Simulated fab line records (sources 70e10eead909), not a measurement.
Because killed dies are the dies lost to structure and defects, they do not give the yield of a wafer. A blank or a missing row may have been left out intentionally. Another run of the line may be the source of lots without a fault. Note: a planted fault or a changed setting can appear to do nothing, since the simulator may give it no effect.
fab line records	flow nandHarc
record lots=6	wafers=18	lastDay=32
route steps=1302 shown HYBRID_BOND@1238 THIN_TSV@1244 END@1302
lots with no fault: from the same line, run without faults
startH: hours from the record's first day to the start of the lot's first wafer shown	waitH: hours since the lot's step before	" repeats the value in the row above	L1.1+2: one row covering several wafers at once	- no value, or no start given	* or withheld: withheld	< > ~ a bound
route shown NAME@n: names a module that has steps shown in the file, with the first one's number in the route	usual: the fault-free wafers' mean and standard deviation	same: alike in all rows	chamber/n: place in a boat	sites: the reading at each site	_std_site: their standard deviation	_edge_site: the outer-site mean with the inner-site mean subtracted	radiusMm: for every site, how far away it sits from the centre of the wafer	mask NAME#n: copy n	behind: the tool/chamber that last shaped the wafer	hold: what put the lot on hold/how long, in hours/how the hold closed	device: transistor that didn't switch, given as n, p or np	end of line: the route-end tests of the same wafers	a step without rows: its recipe alone	killed: the dies lost at the first sort to structure and to defects; this is not the yield of the wafer	map: a wafer's dies, x killed, . not, _ none there
set.NAME: the setting as run; set.NAME@STEP: as run at that earlier step	model.NAME: the simulator's own value behind a step, which no gauge read
lots at some steps of the route; a table a step, a row a wafer
services: when a tool's chamber went out of use (startH, in hours from the record's first day, below 0 if earlier), for how many hours, and the reason
## steps
# step NHARC_HYBRID_BOND_PRECLEAN_01
# recipe timeS=300	tempC=23	chemistry=DIW
# step NHARC_HYBRID_BOND_SRD_02
# recipe timeS=30	tempC=23	dryTimeS=20	spinRpm=1500
# step NHARC_HYBRID_BOND_BOND_03
# recipe tempC=25
# step NHARC_HYBRID_BOND_ANNEAL_04
# recipe tempC=300	timeS=7200	rampUpCPerMin=5	rampDownCPerMin=3	idleTempC=100	pressureAtm=1
# step NHARC_HYBRID_BOND_OVL_MEAS_05
# usual overlayXNm=1/34	overlayYNm=-5/35
lot.wafer	tool	chamber	startH	waitH	overlayXNm	overlayYNm
L552.3	overlay-02	-	552.82	0.4	-18	62
L552.4	"	-	"	"	-13	22
L552.6	"	-	"	"	-41	-18
L557.1	overlay-02	-	606.91	0.4	-50	-18
L557.4	"	-	"	"	-30	30
L557.6	"	-	"	"	26	-31
L560.4	overlay-01	-	643.24	0.4	2	62
L560.5	"	-	"	"	38	23
L560.6	"	-	"	"	-14	-14
L567.1	overlay-01	-	728.91	0.4	-59	54
L567.3	"	-	"	"	57	-83
L567.4	"	-	"	"	23	35
L568.1	overlay-01	-	732.96	0.4	-18	-38
L568.3	"	-	"	"	27	-6
L568.5	"	-	"	"	-44	24
L572.1	overlay-01	-	741.92	0.4	2	-9
L572.3	"	-	"	"	53	-22
L572.4	"	-	"	"	41	22
# step NHARC_HYBRID_BOND_INSPECT_06
# recipe inspectInstrument=irVoid
# usual rawDefectCount=88/43
lot.wafer	tool	chamber	startH	waitH	rawDefectCount
L552.3	defectInspect-01	-	552.88	0.1	86
L552.4	"	-	"	"	85
L552.6	"	-	"	"	82
L557.1	defectInspect-02	-	606.96	0.0	148
L557.4	"	-	"	"	150
L557.6	"	-	"	"	148
L560.4	defectInspect-02	-	643.32	0.1	72
L560.5	"	-	"	"	79
L560.6	"	-	"	"	71
L567.1	defectInspect-02	-	728.96	0.0	110
L567.3	"	-	"	"	103
L567.4	"	-	"	"	117
L568.1	defectInspect-01	-	733.01	0.0	49
L568.3	"	-	"	"	37
L568.5	"	-	"	"	37
L572.1	defectInspect-02	-	741.98	0.0	18
L572.3	"	-	"	"	21
L572.4	"	-	"	"	16
# step NHARC_THIN_TSV_GRIND_00
# recipe targetThkUm=6
# step NHARC_THIN_TSV_CMP_01
# recipe targetThkUm=3
# step NHARC_THIN_TSV_THK_MEAS_02
# recipe thkMeasGauge=ir
# usual thkNm=2986/210
lot.wafer	tool	chamber	startH	waitH	thkNm
L552.3	filmMetro-02	-	555.72	0.2	2784
L552.4	"	-	"	"	2845
L552.6	"	-	"	"	2924
L557.1	filmMetro-01	-	608.60	0.2	2939
L557.4	"	-	"	"	2940
L557.6	"	-	"	"	2928
L560.4	filmMetro-02	-	647.34	-	3016
L560.5	"	-	"	"	3040
L560.6	"	-	"	"	2571
L567.1	filmMetro-02	-	750.54	-	3195
L567.3	"	-	"	"	3161
L567.4	"	-	"	"	2872
L568.1	filmMetro-02	-	751.74	-	2889
L568.3	"	-	"	"	3314
L568.5	"	-	"	"	2998
L572.1	filmMetro-02	-	752.96	-	2928
L572.3	"	-	"	"	2722
L572.4	"	-	"	"	3291
# step NHARC_THIN_TSV_SRD_03
# step NHARC_THIN_TSV_PRECLEAN_41
# recipe timeS=*	tempC=50	bathAgeMin=0	chemistry=SC1
# step NHARC_THIN_TSV_SRD_42
# step NHARC_THIN_TSV_DEP_43
# recipe targetThkA=13285	tempC=withheld	pressureTorr=6.5	rfW=900	teosFlowSccm=161.4	flowSccm=2650	targetThkNm=1328.5	gas=O2	material=SiO2
# usual rfFwdPowerW=898.0/2.6	throttleValvePct=16.2/0.43
lot.wafer	tool	chamber	startH	waitH	rfFwdPowerW	throttleValvePct
L552.3	pecvd-01	2	555.94	-	900.0	16.8
L552.4	"	2	"	"	897.2	16.7
L552.6	"	0	"	"	897.9	15.8
L557.1	pecvd-01	2	608.87	-	897.0	17.0
L557.4	"	1	"	"	899.7	16.2
L557.6	"	0	"	"	901.3	15.9
L560.4	pecvd-03	2	647.70	-	897.1	16.1
L560.5	"	0	"	"	897.7	16.4
L560.6	"	1	"	"	901.2	16.1
L567.3	pecvd-01	0	750.80	-	898.0	16.2
L567.1	"	1	"	"	896.5	16.6
L567.4	"	1	"	"	893.8	16.4
L568.3	pecvd-02	2	751.96	-	905.3	15.3
L568.1	"	0	"	"	899.2	16.4
L568.5	"	2	"	"	899.3	15.2
L572.1	pecvd-01	1	753.23	-	901.4	16.5
L572.3	"	2	"	"	895.6	16.3
L572.4	"	2	"	"	899.5	16.5
# step NHARC_THIN_TSV_DEHYDRATE_04
# recipe tempC=150	timeS=120
# step NHARC_THIN_TSV_HMDS_05
# recipe timeS=30
# step NHARC_THIN_TSV_COAT_06
# recipe spinRpm=*
# step NHARC_THIN_TSV_SOFTBAKE_07
# recipe tempC=122	timeS=95
# step NHARC_THIN_TSV_EBR_08
# step NHARC_THIN_TSV_EXPOSE_09
# recipe na=0.55	doseMj=30.7	maskId=TSV
# step NHARC_THIN_TSV_PEB_10
# recipe pebTempC=118	pebTimeS=85
# step NHARC_THIN_TSV_DEVELOP_11
# recipe timeS=70
# step NHARC_THIN_TSV_CD_MEAS_12
# recipe targetCdNm=1000	landingEnergyEv=500
# usual cdNm=999.0/1.9
# same landingEnergyEv=500
lot.wafer	tool	chamber	startH	waitH	cdNm
L552.3	cdSem-03	0	556.80	-	996.6
L552.4	"	0	"	"	999.5
L552.6	"	0	"	"	997.8
L557.1	cdSem-03	0	609.53	-	999.3
L557.4	"	0	"	"	999.2
L557.6	"	0	"	"	998.2
L560.4	cdSem-03	0	648.40	-	999.4
L560.5	"	0	"	"	999.0
L560.6	"	0	"	"	1002.1
L567.1	cdSem-01	0	751.50	-	996.3
L567.3	"	0	"	"	996.5
L567.4	"	0	"	"	1000.7
L568.1	cdSem-02	0	752.78	-	1001.3
L568.3	"	0	"	"	999.2
L568.5	"	0	"	"	997.8
L572.1	cdSem-01	0	754.02	-	998.6
L572.3	"	0	"	"	999.6
L572.4	"	0	"	"	998.0
# step NHARC_THIN_TSV_HARDBAKE_13
# recipe tempC=125	timeS=80
# step NHARC_THIN_TSV_DESCUM_14
# recipe timeS=3	o2FlowSccm=200	arFlowSccm=0	biasPowerW=0	chemistry=O2
# step NHARC_THIN_TSV_ETCH_44
# recipe targetDepthA=15942	timeS=797.1	cf4FlowSccm=150	o2FlowSccm=10	arFlowSccm=0	rfW=300	biasW=800	chemistry=CF4/O2
# step NHARC_THIN_TSV_ETCH_15
# recipe targetDepthA=30000	boschTargetOveretchCycles=2	boschEtchStepS=2.8	boschDepStepS=1.2	boschCycles=14
# step NHARC_THIN_TSV_CD_MEAS_16
# usual cdNm=998.8/2
lot.wafer	tool	chamber	startH	waitH	cdNm
L552.3	cdSem-01	-	557.76	0.1	995.1
L552.4	"	-	"	"	999.1
L552.6	"	-	"	"	997.2
L557.1	cdSem-03	-	610.49	0.1	999.3
L557.4	"	-	"	"	999.3
L557.6	"	-	"	"	998.6
L560.4	cdSem-03	-	649.36	0.1	1000.0
L560.5	"	-	"	"	1000.1
L560.6	"	-	"	"	1001.8
L567.1	cdSem-01	-	752.46	0.1	995.4
L567.3	"	-	"	"	995.6
L567.4	"	-	"	"	1000.6
L568.1	cdSem-01	-	753.88	0.1	1001.1
L568.3	"	-	"	"	999.4
L568.5	"	-	"	"	997.7
L572.1	cdSem-02	-	754.98	0.1	998.6
L572.3	"	-	"	"	1000.2
L572.4	"	-	"	"	997.3
# step NHARC_THIN_TSV_STRIP_45
# recipe powerW=1500	tempC=250	chemistry=O2
# usual drypumpMotorCurrentA=5.9/0.43	heaterPowerW=341/25	tempC=250.03/0.17
lot.wafer	tool	chamber	startH	waitH	drypumpMotorCurrentA	heaterPowerW	rfHoursCounterH	tempC
L552.3	plasmaAsher-01	1	557.92	0.2	5.3	364	-	249.96
L552.4	"	0	"	"	6.4	337	-	250.05
L552.6	"	1	"	"	5.3	364	-	250.18
L557.1	plasmaAsher-01	0	610.61	0.1	6.4	342	17	249.96
L557.4	"	1	"	"	5.3	366	-	250.60
L557.6	"	0	"	"	6.4	346	-	250.08
L560.4	plasmaAsher-02	1	649.52	0.2	6.2	366	-	249.93
L560.6	"	1	"	"	6.3	353	-	249.95
L560.5	"	0	"	"	5.9	295	-	250.25
L567.1	plasmaAsher-01	0	752.53	0.1	6.4	351	7	249.89
L567.3	"	0	"	"	6.4	355	-	249.95
L567.4	"	1	"	"	5.3	366	-	250.45
L568.1	plasmaAsher-01	1	753.96	0.1	5.3	363	8	250.03
L568.3	"	1	"	"	5.3	354	-	250.30
L568.5	"	0	"	"	6.3	353	-	249.59
L572.1	plasmaAsher-02	1	755.10	0.1	6.2	355	28	250.07
L572.3	"	0	"	"	5.9	295	-	249.94
L572.4	"	1	"	"	6.2	341	-	249.96
# step NHARC_THIN_TSV_STRIP_46
# recipe timeS=1200	tempC=72.5	chemistry=postEtchResidueRemover
# step NHARC_THIN_TSV_DEP_47
# recipe targetThkA=2000	tempC=withheld	pressureTorr=6.5	rfW=900	teosFlowSccm=161.4	flowSccm=2650	targetThkNm=200	gas=O2	material=SiO2
# step NHARC_THIN_TSV_ETCHBACK_48
# recipe targetDepthA=10285	overEtchFrac=0.3	timeS=405.17	ionEnergyEv=250	c4f8FlowSccm=withheld	arFlowSccm=withheld	rfW=600	biasW=300	chemistry=C4F8/Ar
# step NHARC_THIN_TSV_STRIP_62
# recipe powerW=1500	tempC=250	timeS=20	chemistry=N2/H2
# step NHARC_THIN_TSV_DEGAS_49
# recipe tempC=300	timeS=120
# step NHARC_THIN_TSV_PRE_CLEAN_50
# recipe timeS=30	tempC=280	gas=H2/He
# step NHARC_THIN_TSV_PVD_19
# recipe targetThkA=200	chamberPressurePa=5	material=TaN
# usual throttleValvePct=29.7/0.95
lot.wafer	tool	chamber	startH	waitH	throttleValvePct
L552.3	pvdSputter-01	-	-	-	29.2
L552.4	"	-	"	"	29.6
L552.6	"	-	"	"	30.4
L557.4	pvdSputter-01	-	-	-	30.4
L557.1	"	-	"	"	30.0
L557.6	"	-	"	"	30.7
L560.4	pvdSputter-02	-	-	-	29.4
L560.5	"	-	"	"	29.7
L560.6	"	-	"	"	29.0
L567.3	pvdSputter-02	-	-	-	29.6
L567.1	"	-	"	"	29.4
L567.4	"	-	"	"	29.6
L568.3	pvdSputter-03	-	-	-	28.9
L568.1	"	-	"	"	28.6
L568.5	"	-	"	"	29.1
L572.3	pvdSputter-03	-	-	-	29.1
L572.4	"	-	"	"	28.7
L572.1	"	-	"	"	31.7
# step NHARC_THIN_TSV_PVD_51
# recipe targetThkA=1000	chamberPressurePa=5	material=Cu
# step NHARC_THIN_TSV_ECD_20
# recipe targetThkA=20000	material=Cu
# step NHARC_THIN_TSV_ANNEAL_52
# recipe tempC=225	timeS=90
# usual wafer_temp_C_max=225.98/0.22
lot.wafer	tool	chamber	startH	waitH	wafer_temp_C_max
L552.3	rtpAnneal-02	0	560.84	0.4	225.92
L552.4	"	0	"	"	225.99
L552.6	"	0	"	"	226.11
L557.1	rtpAnneal-01	0	613.60	0.5	226.03
L557.4	"	0	"	"	225.93
L557.6	"	0	"	"	226.11
L560.4	rtpAnneal-02	0	652.60	0.6	225.71
L560.5	"	0	"	"	225.78
L560.6	"	0	"	"	225.94
L567.1	rtpAnneal-01	0	755.50	0.6	226.06
L567.3	"	0	"	"	225.91
L567.4	"	0	"	"	226.31
L568.1	rtpAnneal-01	0	756.86	0.6	225.69
L568.3	"	0	"	"	225.53
L568.5	"	0	"	"	225.57
L572.1	rtpAnneal-01	0	757.96	0.5	226.33
L572.3	"	0	"	"	226.49
L572.4	"	0	"	"	226.13
# step NHARC_THIN_TSV_CMP_21
# recipe tOverpolishS=30	targetThkNm=2000
# usual motorCurrentA=12.1/1.6	overpolishRunS=29.999/0.0086
lot.wafer	tool	chamber	startH	waitH	motorCurrentA	overpolishRunS
L552.3	cmp-01	3	561.15	-	14.4	29.990
L552.4	"	0	"	"	12.5	29.984
L552.6	"	2	"	"	10.1	29.992
L557.1	cmp-02	3	614.01	-	11.0	30.002
L557.4	"	0	"	"	13.6	30.001
L557.6	"	2	"	"	11.8	30.002
L560.4	cmp-01	1	652.85	-	13.4	30.009
L560.5	"	3	"	"	15.8	29.994
L560.6	"	0	"	"	12.7	30.010
L567.4	cmp-02	3	755.84	-	12.7	30.009
L567.3	"	1	"	"	12.1	29.998
L567.1	"	2	"	"	11.4	29.983
L568.1	cmp-03	2	757.26	-	11.3	30.002
L568.3	"	3	"	"	10.5	30.009
L568.5	"	0	"	"	11.1	30.002
L572.3	cmp-03	2	758.31	-	11.0	29.990
L572.4	"	0	"	"	10.9	30.010
L572.1	"	1	"	"	10.7	30.002
# step NHARC_THIN_TSV_SRD_23
# step NHARC_THIN_TSV_DEGAS_53
# recipe tempC=300	timeS=60
# usual heaterPowerW=452/40	susceptorTempC=299.97/0.19
lot.wafer	tool	chamber	startH	waitH	heaterPowerW	susceptorTempC
L552.4	pvdSputter-02	-	561.54	0.1	448	299.78
L552.3	"	-	"	"	474	299.97
L552.6	"	-	"	"	386	300.00
L557.4	pvdSputter-03	-	614.42	0.1	427	300.23
L557.1	"	-	"	"	408	299.94
L557.6	"	-	"	"	501	300.11
L560.4	pvdSputter-02	-	653.28	0.1	487	299.60
L560.5	"	-	"	"	443	299.92
L560.6	"	-	"	"	359	299.84
L567.4	pvdSputter-01	-	756.32	0.1	481	-
L567.1	"	-	"	"	478	-
L567.3	"	-	"	"	477	-
L568.3	pvdSputter-02	-	757.67	0.1	452	300.11
L568.1	"	-	"	"	503	299.56
L568.5	"	-	"	"	460	299.95
L572.3	pvdSputter-03	-	758.79	0.1	425	299.93
L572.1	"	-	"	"	452	299.98
L572.4	"	-	"	"	444	299.87
# step NHARC_END_SORT_01
# recipe tempC=25
# usual defectLimitedYield=91/3.5	killedAtArray=59/24	killedAtOther=0.7/1.2	killedAtPeriphery=3.5/2.6	killedDies=63/24	killedOpen=3.2/2.1	killedShort=2.4/1.5
# same grossDies=677
lot.wafer	tool	chamber	startH	waitH	defectLimitedYield[%]	killedAtArray	killedAtOther	killedAtPeriphery	killedDies	killedOpen	killedShort
L567.1	prober-02	0	766.60	2.5	78	65	86	1	152	0	1
L567.3	prober-02	0	768.20	3.1	75	72	95	3	170	5	1
L567.4	prober-02	0	769.00	3.4	74	74	91	8	173	4	3
L572.1	prober-01	0	774.36	2.5	83	21	91	1	113	4	3
L572.3	prober-01	0	775.99	3.1	83	20	92	0	112	2	1
L572.4	prober-01	0	776.80	3.4	83	13	96	5	114	6	2
# killed by level:class
L567.1 THIN_TSV:unspecified=86 A_CHANNEL_HOLE_D1:chamberFilmFlake=32 A_CHANNEL_HOLE_D2:chamberFilmFlake=21 A_CONTACT:chamberFilmFlake=8 A_SLIT:chamberFilmFlake=2 A_ONON_D1:geometricParticle:short=1 P_ZERO_WELL:chamberFilmFlake=1 A_STAIRCASE:chamberFilmFlake=1
L567.3 THIN_TSV:unspecified=95 A_CHANNEL_HOLE_D1:chamberFilmFlake=38 A_CHANNEL_HOLE_D2:chamberFilmFlake=23 A_CONTACT:chamberFilmFlake=6 A_BLC:geometricParticle:open=2 P_CONTACT:geometricParticle:open=1 A_ONON_D2:geometricParticle:open=1 A_CHANNEL_FILL_D2:geometricParticle:short=1
L567.4 THIN_TSV:unspecified=91 A_CHANNEL_HOLE_D1:chamberFilmFlake=32 A_CHANNEL_HOLE_D2:chamberFilmFlake=24 A_CONTACT:chamberFilmFlake=11 A_DECK1_JOINT:geometricParticle:short=2 P_STI:chamberFilmFlake=2 P_GATE:chamberFilmFlake=2 A_SLIT:chamberFilmFlake=2
L572.1 THIN_TSV:unspecified=91 A_SLIT:chamberFilmFlake=4 A_CHANNEL_HOLE_D1:unspecified=3 A_CONTACT:chamberFilmFlake=3 A_BLC:geometricParticle:open=2 P_M0:geometricParticle:short=1 A_CHANNEL_HOLE_D1:geometricParticle:open=1 A_CHANNEL_HOLE_D1:geometricParticle:short=1
L572.3 THIN_TSV:unspecified=92 A_SLIT:chamberFilmFlake=10 A_M1:chamberFilmFlake=3 A_CHANNEL_FILL_D1:geometricParticle:short=1 A_WL_FILL:geometricParticle:open=1 A_CONTACT:geometricParticle:open=1 A_ZERO_WELL:chamberFilmFlake=1 A_CHANNEL_HOLE_D1:unspecified=1
L572.4 THIN_TSV:unspecified=95 P_STI:chamberFilmFlake=2 A_CHANNEL_HOLE_D1:chamberFilmFlake=2 A_STAIRCASE:chamberFilmFlake=2 A_SLIT:chamberFilmFlake=2 P_CONTACT:geometricParticle:open=1 P_M0:geometricParticle:open=1 P_M0:geometricParticle:short=1
# map L567.4 (x killed, . not)
____________.____________
_________......._________
_______..........._______
______.............______
_____..............._____
____.................____
____.....x.........x.____
___...................___
___....xx.....xx......___
__....x.....x.xxx......__
__.......x..x...xxx....__
_.............xxx.xx...._
_........x..xxxxx.x....._
_............x.xxxxx...._
_....xx........xx.x....._
_..............x........_
..x...........x....x..x..
..xx.....................
...x......x.........xx...
xx..x.......x............
xxx.x.x......x...........
_xx.........x.......x..._
_xxxxx.....x...x........_
_x.x.......x.x.........._
_..xx......xxxx........._
_xxx......xxxxxxx......._
__......x.xxxxxxx......__
__.......xxxxxxxxx.....__
___.......xxxxxxxx.x..___
___x.....xxxxxxxxx....___
____....xxxxxxxxxx...____
____.....xxxxxxxxx...____
_____....xxxxxxxx..._____
______....xxxxxxx.x______
_______..xxxxxx..._______
_________..xxxxx_________
____________.____________
# map L572.4 (x killed, . not)
____________.____________
_________......._________
_______..........._______
______.............______
_____..............._____
____.............x...____
____.................____
___...................___
___.............x.....___
__............x........__
__.............x..x....__
_.....................x._
_x....................x._
_................xxxxxx._
_...............xxxxxxx._
_...............xxxxxxxx_
................xxxxxxxxx
................xxxxxxxxx
....x..........xxxxxxxxxx
................xxxxxxxxx
...............x.xxxxxxxx
_..x............xxxxxxxx_
_........x......xxxxxxxx_
_.................xxxxx._
_.......x......x..xxx..._
_........x.x.....x......_
__.........x......x..x.__
__.....................__
___...........x.......___
___...................___
____..............x..____
____.................____
_____..............._____
______.......x.....______
_______..........._______
_________......x_________
____________.____________
## services
tool	chamber	startH	hours	kind
cmp-02	-	533.89	4.0	pm
cmp-02	-	544.12	1.1	repair
pvdSputter-03	-	548.06	16.0	repair
cmp-03	-	554.00	4.0	pm
cmp-02	-	561.45	2.2	repair
cmp-03	-	562.00	1.2	repair
cmp-02	-	568.09	1.3	repair
cmp-01	-	577.59	4.0	pm
cmp-02	-	577.78	2.5	repair
pvdSputter-01	-	584.92	10.0	pm
pvdSputter-03	-	595.16	2.0	repair
plasmaAsher-02	-	603.24	9.0	pm
cmp-01	-	631.02	3.9	repair
cmp-02	-	631.89	4.0	pm
pvdSputter-02	-	638.00	10.0	pm
cmp-03	-	640.34	5.8	repair
cmp-03	-	652.00	4.0	pm
cmp-01	-	664.22	1.6	repair
pecvd-01	-	673.22	13.0	pm
pvdSputter-02	-	692.67	0.5	repair
pvdSputter-01	-	695.70	0.7	repair
plasmaAsher-01	-	696.00	9.0	pm
pvdSputter-03	-	704.02	10.0	pm
rtpAnneal-01	-	727.39	6.3	repair
## key
firstSign step=NHARC_END_SORT_01	reading=killedAtOther	direction=up	sigmas=76	usual=0.7	struck=91.8
effect step=NHARC_END_SORT_01	reading=defectLimitedYield	direction=down	sigmas=3.2	usual=91	struck=79
moreKillsBornAt NHARC_THIN_TSV_DEP_43@pecvd-01=550
metAt NHARC_THIN_TSV_DEP_43
struckWafers L567.1,L567.3,L567.4,L572.1,L572.3,L572.4
onsetBetween 608.87 750.80
alsoFits time
fault kind=chamberParticleSource	tool=pecvd-01	chamber=-	onsetH=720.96	steps=NHARC_THIN_TSV_DEP_43	ratePerVisitCm2=1.2812	endH=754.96
